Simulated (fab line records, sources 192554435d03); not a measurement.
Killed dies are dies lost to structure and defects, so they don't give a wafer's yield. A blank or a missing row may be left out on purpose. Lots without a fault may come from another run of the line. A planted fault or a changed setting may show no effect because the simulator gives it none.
Chamber matching | flow n5_finfet | N5_BEOL_M2_ETCH_63 on rie_diel-01: 3 sister chambers
The step etches SiARC in CF4, target depth 15.6 nm, time 26 s. 14 wafers are shown with their chamber, then 6 later ones without.

WAFERS WITH THEIR CHAMBER
wafer  | chamber | drypump_motor_current_A (A) | showerhead_plenum_p_Torr (Torr) | throttle_valve_pct (%)
L656.2 | 2       | 5.9                         | 2.24                            | 15.2
L656.4 | 0       | 5.9                         | 2.28                            | 15.1
L656.5 | 2       | 5.9                         | 2.24                            | 15.2
L657.3 | 2       | 5.9                         | 2.24                            | 15.2
L657.4 | 3       | 5.2                         | 2.19                            | 15.3
L657.5 | 2       | 5.9                         | 2.24                            | 15.2
L658.1 | 2       | 5.9                         | 2.24                            | 15.2
L658.5 | 2       | 5.9                         | 2.24                            | 15.2
L658.6 | 0       | 5.9                         | 2.28                            | 15.1
L669.1 | 3       | 5.2                         | 2.18                            | 15.4
L669.3 | 0       | 5.9                         | 2.27                            | 15.1
L669.6 | 3       | 5.3                         | 2.18                            | 15.4
L671.4 | 3       | 5.2                         | 2.18                            | 15.4
L671.5 | 3       | 5.2                         | 2.18                            | 15.4

SIGNATURES (means of the wafers above)
reading                  | chamber 0 | chamber 2 | chamber 3 | scatter within a chamber
drypump_motor_current_A  | 5.900     | 5.900     | 5.220     | 0.027
showerhead_plenum_p_Torr | 2.2767    | 2.2400    | 2.1820    | 0.00365
throttle_valve_pct       | 15.100    | 15.200    | 15.380    | 0.027
Rule: a wafer's distance from a chamber is the root of the sum, over the readings, of the square of ((its reading less the chamber's mean) divided by the reading's scatter). The wafer belongs to the nearest chamber; if the next one is less than 2 further off, it can't be placed. The scatter: the root of (the sum of the squares of (reading less its chamber's mean) over the shown wafers, divided by (wafers less chambers)).

WAFERS WITHOUT THEIR CHAMBER
wafer  | drypump_motor_current_A (A) | showerhead_plenum_p_Torr (Torr) | throttle_valve_pct (%)
L671.6 | 5.9                         | 2.27                            | 15.1
L672.2 | 5.9                         | 2.27                            | 15.1
L672.4 | 5.9                         | 2.23                            | 15.3
L672.6 | 5.9                         | 2.27                            | 15.1
L678.1 | 5.2                         | 2.18                            | 15.4
L678.2 | 5.9                         | 2.26                            | 15.2

WHICH CHAMBER EACH WENT THROUGH
wafer  | from the rows above     | in truth
L671.6 | 0                       | 0
L672.2 | 0                       | 0
L672.4 | 2                       | 2
L672.6 | 0                       | 0
L678.1 | 3                       | 3
L678.2 | can't be placed: 2 or 0 | 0
Placed correctly: 5 of 6. Can't be placed from these rows: 1 (the true chamber is among the candidates in 1). Placed wrongly: 0.
